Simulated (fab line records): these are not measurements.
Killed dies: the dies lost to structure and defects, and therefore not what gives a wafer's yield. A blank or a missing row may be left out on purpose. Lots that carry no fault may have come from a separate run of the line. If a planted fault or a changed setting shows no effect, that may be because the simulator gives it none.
Which of the tools did it? | flow n5-finfet | 24 lots with 72 wafers sampled at 5 steps, on a route of 1938 steps

## WHAT EACH GAUGE READ, for each wafer
N5_DUMMY_GATE_THK_MEAS_05. Usual: thk-nm at 72.6 nm, with a standard deviation of 1.3.
lot  | measured    | on            | thk-nm (nm)    | flag
L074 | day 2 17:40 | film-metro-02 | 71.1 70.8 71.0 |
L075 | day 3 00:29 | film-metro-01 | 72.9 71.3 72.1 |
L076 | day 3 05:10 | film-metro-02 | 72.7 72.9 74.0 |
L077 | day 3 11:10 | film-metro-02 | 71.9 72.5 72.6 |
L078 | day 3 17:07 | film-metro-02 | 72.3 73.6 70.5 |
L079 | day 4 02:59 | film-metro-01 | 73.2 72.3 69.6 |
L080 | day 4 10:55 | film-metro-01 | 74.6 71.9 74.7 |
L081 | day 4 15:20 | film-metro-02 | 73.8 73.2 72.2 |
L082 | day 4 23:10 | film-metro-01 | 73.5 74.0 74.2 |
L083 | day 5 02:01 | film-metro-01 | 74.3 73.8 75.3 |
L084 | day 5 07:04 | film-metro-01 | 72.8 73.2 72.6 |
L085 | day 5 14:29 | film-metro-01 | 72.5 73.0 73.1 |
L086 | day 5 18:47 | film-metro-02 | 73.6 73.3 73.2 |
L087 | day 5 23:40 | film-metro-02 | 70.9 70.3 70.5 |
L088 | day 6 05:11 | film-metro-02 | 72.4 72.8 72.7 |
L089 | day 6 12:07 | film-metro-02 | 74.4 72.6 75.5 |
L090 | day 6 18:26 | film-metro-01 | 71.5 72.6 70.8 |
L091 | day 6 23:31 | film-metro-01 | 72.2 70.9 72.2 |
L092 | day 7 07:26 | film-metro-01 | 74.0 73.7 74.2 |
L093 | day 7 15:20 | film-metro-02 | 72.3 73.3 73.3 |
L094 | day 7 23:16 | film-metro-02 | 69.2 71.7 72.1 |
L095 | day 8 02:55 | film-metro-01 | 72.4 73.8 73.0 |
L096 | day 8 09:02 | film-metro-01 | 72.7 71.6 73.8 |
L097 | day 8 16:43 | film-metro-01 | 70.2 73.4 69.7 |

N5_DUMMY_GATE_CD_MEAS_50: the cd target is 14 nm. Usual: cd-nm at 14.0 nm, with a standard deviation of 0.51.
lot  | measured    | on        | cd-nm (nm)     | flag
L074 | day 2 22:41 | cd-sem-01 | 14.0 13.3 13.3 |
L075 | day 3 05:31 | cd-sem-02 | 14.8 14.4 14.3 |
L076 | day 3 10:08 | cd-sem-01 | 13.9 14.6 13.7 |
L077 | day 3 18:41 | cd-sem-02 | 14.1 13.0 13.5 |
L078 | day 4 00:01 | cd-sem-03 | 14.5 13.5 14.2 |
L079 | day 4 08:23 | cd-sem-01 | 13.4 13.9 12.9 |
L080 | day 4 15:43 | cd-sem-03 | 13.2 13.4 13.8 |
L081 | day 4 20:16 | cd-sem-01 | 14.1 13.5 13.5 |
L082 | day 5 04:13 | cd-sem-03 | 14.3 14.5 13.8 |
L083 | day 5 06:56 | cd-sem-02 | 14.3 14.5 13.1 |
L084 | day 5 12:15 | cd-sem-01 | 13.9 13.4 14.3 |
L085 | day 5 19:24 | cd-sem-03 | 12.9 14.7 12.3 |
L086 | day 5 23:37 | cd-sem-03 | 14.9 13.8 14.1 |
L087 | day 6 04:28 | cd-sem-03 | 13.8 13.4 14.2 |
L088 | day 6 10:07 | cd-sem-01 | 13.5 14.6 13.6 |
L089 | day 6 17:04 | cd-sem-03 | 14.4 14.3 14.3 |
L090 | day 6 23:22 | cd-sem-01 | 13.7 13.7 14.9 |
L091 | day 7 04:26 | cd-sem-03 | 14.0 14.0 14.3 |
L092 | day 7 12:14 | cd-sem-01 | 13.3 14.2 13.9 |
L093 | day 7 20:22 | cd-sem-03 | 14.0 14.3 14.5 |
L094 | day 8 07:22 | cd-sem-03 | 13.5 13.7 13.4 |
L095 | day 8 13:32 | cd-sem-01 | 13.9 13.7 13.9 |
L096 | day 8 17:26 | cd-sem-01 | 14.6 13.7 15.0 |
L097 | day 8 21:43 | cd-sem-02 | 14.2 13.4 13.9 |

N5_DUMMY_GATE_CD_MEAS_24: the cd target is 15 nm. Usual: cd-nm at 14.9 nm, with a standard deviation of 0.59.
lot  | measured    | on        | cd-nm (nm)     | flag
L074 | day 2 23:11 | cd-sem-01 | 15.3 14.6 14.3 |
L075 | day 3 06:03 | cd-sem-03 | 16.2 15.7 15.1 |
L076 | day 3 10:38 | cd-sem-01 | 15.2 15.3 15.1 |
L077 | day 3 19:17 | cd-sem-01 | 14.8 14.3 14.1 |
L078 | day 4 00:31 | cd-sem-01 | 15.5 14.7 15.3 |
L079 | day 4 08:54 | cd-sem-01 | 14.1 14.7 13.8 |
L080 | day 4 16:12 | cd-sem-01 | 14.0 14.7 14.8 |
L081 | day 4 20:46 | cd-sem-03 | 14.9 13.9 14.5 |
L082 | day 5 04:50 | cd-sem-03 | 15.0 15.9 14.4 |
L083 | day 5 07:26 | cd-sem-01 | 15.7 15.8 14.4 |
L084 | day 5 12:48 | cd-sem-03 | 14.9 14.4 15.1 |
L085 | day 5 19:53 | cd-sem-02 | 13.9 15.4 13.0 |
L086 | day 6 00:07 | cd-sem-01 | 15.4 14.5 14.6 |
L087 | day 6 04:58 | cd-sem-03 | 14.9 14.4 15.3 |
L088 | day 6 10:38 | cd-sem-03 | 13.9 15.7 14.6 |
L089 | day 6 17:33 | cd-sem-01 | 15.7 14.9 15.1 |
L090 | day 6 23:51 | cd-sem-02 | 14.6 15.5 15.9 |
L091 | day 7 04:56 | cd-sem-03 | 14.8 15.1 15.3 |
L092 | day 7 12:44 | cd-sem-01 | 14.1 15.0 14.8 |
L093 | day 7 20:52 | cd-sem-03 | 15.0 15.8 15.2 |
L094 | day 8 07:51 | cd-sem-01 | 14.5 14.7 14.4 |
L095 | day 8 14:02 | cd-sem-02 | 14.9 14.4 14.3 |
L096 | day 8 17:56 | cd-sem-02 | 16.3 14.9 15.7 |
L097 | day 8 22:13 | cd-sem-03 | 15.7 14.1 15.1 |

## EACH LOT AND THE TOOL THAT RAN IT (in order: tool; ch and the chambers of the sampled wafers; start)
lot  | N5_FIN_CUT_STRIP_22               | N5_DUMMY_GATE_ETCH_31
L074 | rie-diel-04 ch 0,1, day 2 04:19   | rie-diel-04 ch 0,1,2, day 2 22:44
L075 | rie-diel-04 ch 1,3, day 2 09:55   | rie-diel-04 ch 0,1,3, day 3 05:35
L076 | rie-diel-03 ch 0,1, day 2 15:22   | rie-diel-04 ch 0,3, day 3 10:11
L077 | rie-diel-04 ch 0,1, day 2 21:58   | rie-diel-02 ch 0,1, day 3 18:50
L078 | rie-diel-02 ch 1,2, day 3 03:37   | rie-diel-02 ch 0,1,2, day 4 00:04
L079 | rie-diel-04 ch 0,3, day 3 09:29   | rie-diel-04 ch 1,2,3, day 4 08:26
L080 | rie-diel-02 ch 2,3, day 3 16:44   | rie-diel-02 ch 0,2,3, day 4 15:45
L081 | rie-diel-02 ch 1,2, day 4 01:53   | rie-diel-02 ch 0,2,3, day 4 20:19
L082 | rie-diel-02 ch 0,1,3, day 4 08:16 | rie-diel-03 ch 0,1,3, day 5 04:23
L083 | rie-diel-04 ch 0,1,3, day 4 11:15 | rie-diel-04 ch 0,1, day 5 06:59
L084 | rie-diel-02 ch 1,3, day 4 17:16   | rie-diel-03 ch 0,1, day 5 12:22
L085 | rie-diel-03 ch 0,1,3, day 5 00:19 | rie-diel-02 ch 0,1,3, day 5 19:26
L086 | rie-diel-04 ch 1,2, day 5 05:31   | rie-diel-03 ch 0,1,3, day 5 23:39
L087 | rie-diel-03 ch 0,1, day 5 09:35   | rie-diel-04 ch 1,2, day 6 04:31
L088 | rie-diel-02 ch 0,1,2, day 5 16:00 | rie-diel-04 ch 1,2,3, day 6 10:11
L089 | rie-diel-04 ch 0,1,2, day 5 23:00 | rie-diel-03 ch 0,2,3, day 6 17:07
L090 | rie-diel-03 ch 0,1,2, day 6 05:07 | rie-diel-02 ch 0,1,2, day 6 23:24
L091 | rie-diel-04 ch 2,3, day 6 10:25   | rie-diel-03 ch 1,2, day 7 04:29
L092 | rie-diel-04 ch 1,2,3, day 6 16:56 | rie-diel-04 ch 1,2,3, day 7 12:18
L093 | rie-diel-02 ch 0,1,3, day 6 22:26 | rie-diel-04 ch 0,1, day 7 20:25
L094 | rie-diel-02 ch 1,2,3, day 7 05:52 | rie-diel-03 ch 1,2, day 8 07:25
L095 | rie-diel-04 ch 1,3, day 7 09:52   | rie-diel-03 ch 1,2,3, day 8 13:35
L096 | rie-diel-03 ch 0,3, day 7 16:25   | rie-diel-02 ch 1,3, day 8 17:29
L097 | rie-diel-03 ch 0,1, day 7 21:24   | rie-diel-03 ch 0,1, day 8 21:46
- N5_FIN_CUT_STRIP_22: strips in N2/H2.
- N5_DUMMY_GATE_ETCH_31: etches SiO2 in C4F6/O2, target depth 82.5 nm, time 27.5 s.

## AS READ BY THE TOOLS THEMSELVES (means over the sampled wafers that have a number; for cases with no such wafer, the mark the record gives instead)
N5_FIN_CUT_STRIP_22. Usual: drypump-motor-current-A 5.7 A, standard deviation 0.43; h2-flow-sccm 299.8 sccm, standard deviation 0.95; oes-product-au 0.76 a.u., standard deviation 0.076; rf-vpp-V 54.2 V, standard deviation 2; showerhead-plenum-p-Torr 3.41 Torr, standard deviation 0.09; throttle-valve-pct 19.1 %, standard deviation 0.48.
lot  | tool        | drypump-motor-current-A (A) | h2-flow-sccm (sccm) | oes-product-au (a.u.) | rf-vpp-V (V) | showerhead-plenum-p-Torr (Torr) | throttle-valve-pct (%) | flag
L074 | rie-diel-04 | 5.9                         | 299.4               | 0.74                  | 54.9         | 3.47                            | 19.4                   |
L075 | rie-diel-04 | 5.6                         | 299.0               | 0.72                  | 53.6         | 3.43                            | 19.5                   |
L076 | rie-diel-03 | 5.1                         | 298.5               | 0.68                  | 52.9         | 3.32                            | 19.1                   |
L077 | rie-diel-04 | 5.9                         | 299.2               | 0.74                  | 53.5         | 3.46                            | 19.4                   |
L078 | rie-diel-02 | 5.8                         | 298.9               | 0.76                  | 53.2         | 3.44                            | 18.7                   |
L079 | rie-diel-04 | 5.5                         | 299.9               | 0.73                  | 54.7         | 3.51                            | 19.2                   |
L080 | rie-diel-02 | 5.3                         | 299.2               | 0.75                  | 55.3         | 3.44                            | 18.5                   |
L081 | rie-diel-02 | 6.1                         | 300.3               | 0.74                  | 55.3         | 3.39                            | 19.1                   |
L082 | rie-diel-02 | 5.7                         | 300.1               | 0.75                  | 54.8         | 3.32                            | 19.3                   |
L083 | rie-diel-04 | 5.7                         | 300.0               | 0.73                  | 54.8         | 3.46                            | 19.4                   |
L084 | rie-diel-02 | 6.1                         | 301.3               | 0.72                  | 55.6         | 3.34                            | 19.2                   |
L085 | rie-diel-03 | 5.5                         | 299.2               | 0.71                  | 53.3         | 3.34                            | 19.1                   |
L086 | rie-diel-04 | 5.7                         | 299.1               | 0.81                  | 52.3         | 3.49                            | 18.9                   |
L087 | rie-diel-03 | 5.1                         | 299.6               | 0.67                  | 54.1         | 3.31                            | 19.1                   |
L088 | rie-diel-02 | 5.8                         | 300.1               | 0.76                  | 55.3         | 3.36                            | 19.2                   |
L089 | rie-diel-04 | 5.8                         | 300.4               | 0.75                  | 52.6         | 3.47                            | 19.2                   |
L090 | rie-diel-03 | 5.4                         | 300.0               | 0.72                  | 56.1         | 3.33                            | 18.7                   |
L091 | rie-diel-04 | 5.5                         | 299.8               | 0.79                  | 53.6         | 3.53                            | 18.7                   |
L092 | rie-diel-04 | 5.5                         | 300.2               | 0.75                  | 54.8         | 3.47                            | 19.2                   |
L093 | rie-diel-02 | 5.7                         | 299.9               | 0.74                  | 51.9         | 3.31                            | 19.3                   |
L094 | rie-diel-02 | 5.7                         | 299.4               | 0.72                  | 54.5         | 3.38                            | 18.9                   |
L095 | rie-diel-04 | 5.6                         | 299.0               | 0.69                  | 56.8         | 3.40                            | 19.6                   |
L096 | rie-diel-03 | 5.7                         | 299.3               | 0.92                  | 53.5         | 3.32                            | 18.6                   |
L097 | rie-diel-03 | 5.4                         | 300.8               | 0.95                  | 53.4         | 3.30                            | 18.5                   |

N5_DUMMY_GATE_ETCH_31. Usual: value, then standard deviation, for each; bias-w 185.1 W / 0.51; drypump-motor-current-A 5.6 A / 0.41; oes-product-au 0.77 a.u. / 0.084; rf-fwd-power-W 341.9 W / 1.3; rf-vpp-V 664 V / 18; showerhead-plenum-p-Torr 2.89 Torr / 0.084; throttle-valve-pct 21.27 % / 0.22.
lot  | tool        | bias-w (W) | drypump-motor-current-A (A) | oes-product-au (a.u.) | rf-fwd-power-W (W) | rf-vpp-V (V) | showerhead-plenum-p-Torr (Torr) | throttle-valve-pct (%) | flag
L074 | rie-diel-04 | 184.9      | 5.8                         | 0.78                  | 340.8              | 659          | 2.96                            | 21.38                  |
L075 | rie-diel-04 | 185.2      | 5.7                         | 0.72                  | 340.9              | 655          | 2.93                            | 21.43                  |
L076 | rie-diel-04 | 185.4      | 5.8                         | 0.72                  | 340.6              | 649          | 2.96                            | 21.30                  |
L077 | rie-diel-02 | 184.8      | 6.2                         | 0.78                  | 342.7              | 678          | 2.82                            | 21.10                  |
L078 | rie-diel-02 | 185.1      | 5.8                         | 0.77                  | 343.2              | 682          | 2.86                            | 21.02                  |
L079 | rie-diel-04 | 185.3      | 5.5                         | 0.77                  | 341.9              | 663          | 2.97                            | 21.45                  |
L080 | rie-diel-02 | 185.0      | 5.3                         | 0.76                  | 340.1              | 671          | 2.86                            | 21.14                  |
L081 | rie-diel-02 | 185.4      | 5.4                         | 0.76                  | 342.3              | 670          | 2.86                            | 21.14                  |
L082 | rie-diel-03 | 184.5      | 5.5                         | 0.72                  | 342.3              | 662          | 2.83                            | 21.33                  |
L083 | rie-diel-04 | 185.4      | 6.0                         | 0.71                  | 340.5              | 650          | 2.91                            | 21.40                  |
L084 | rie-diel-03 | 185.5      | 5.4                         | 0.67                  | 342.2              | 679          | 2.81                            | 21.32                  |
L085 | rie-diel-02 | 185.1      | 5.7                         | 0.75                  | 341.9              | 667          | 2.82                            | 21.23                  |
L086 | rie-diel-03 | 185.1      | 5.5                         | 0.71                  | 342.2              | 662          | 2.83                            | 21.33                  |
L087 | rie-diel-04 | 185.2      | 5.7                         | 0.74                  | 343.1              | 666          | 2.91                            | 21.55                  |
L088 | rie-diel-04 | 185.2      | 5.5                         | 0.76                  | 342.5              | 663          | 2.96                            | 21.49                  |
L089 | rie-diel-03 | 185.0      | 5.7                         | 0.77                  | 341.7              | 665          | 2.86                            | 21.17                  |
L090 | rie-diel-02 | 185.3      | 5.8                         | 0.77                  | 342.9              | 682          | 2.86                            | 21.06                  |
L091 | rie-diel-03 | 185.1      | 5.1                         | 0.94                  | 341.8              | 668          | 2.84                            | 21.20                  |
L092 | rie-diel-04 | 185.2      | 5.5                         | 0.74                  | 342.1              | 663          | 2.96                            | 21.48                  |
L093 | rie-diel-04 | 184.6      | 5.9                         | 0.69                  | 339.7              | 650          | 2.90                            | 21.43                  |
L094 | rie-diel-03 | 185.3      | 5.2                         | 0.91                  | 342.1              | 668          | 2.83                            | 21.20                  |
L095 | rie-diel-03 | 185.2      | 5.5                         | 0.85                  | 342.9              | 659          | 2.85                            | 21.21                  |
L096 | rie-diel-02 | 185.2      | 5.5                         | 0.70                  | 340.1              | 645          | 2.84                            | 21.44                  |
L097 | rie-diel-03 | 184.6      | 5.1                         | 0.94                  | 342.3              | 672          | 2.80                            | 21.12                  |

## THE ANSWER, worked out from the rows above alone
Rule: take the mean of a lot's wafers that have a number; if it is more than 3 standard deviations from the usual mean, the lot is off. Also off: a lot with no number at a reading for which 4 or more lots have one. All remaining lots with rows at the step are treated as sound. Order of review: gauges by route order, followed by the tools' own readings, for which a lot's mean as printed above is used. At the first step where some lot is off, the reading lying furthest off is the one used; lots without a number count as furthest.
No lot is off at any reading shown: from this, nothing can be told.

## WHAT THE SIMULATOR HAD INSERTED
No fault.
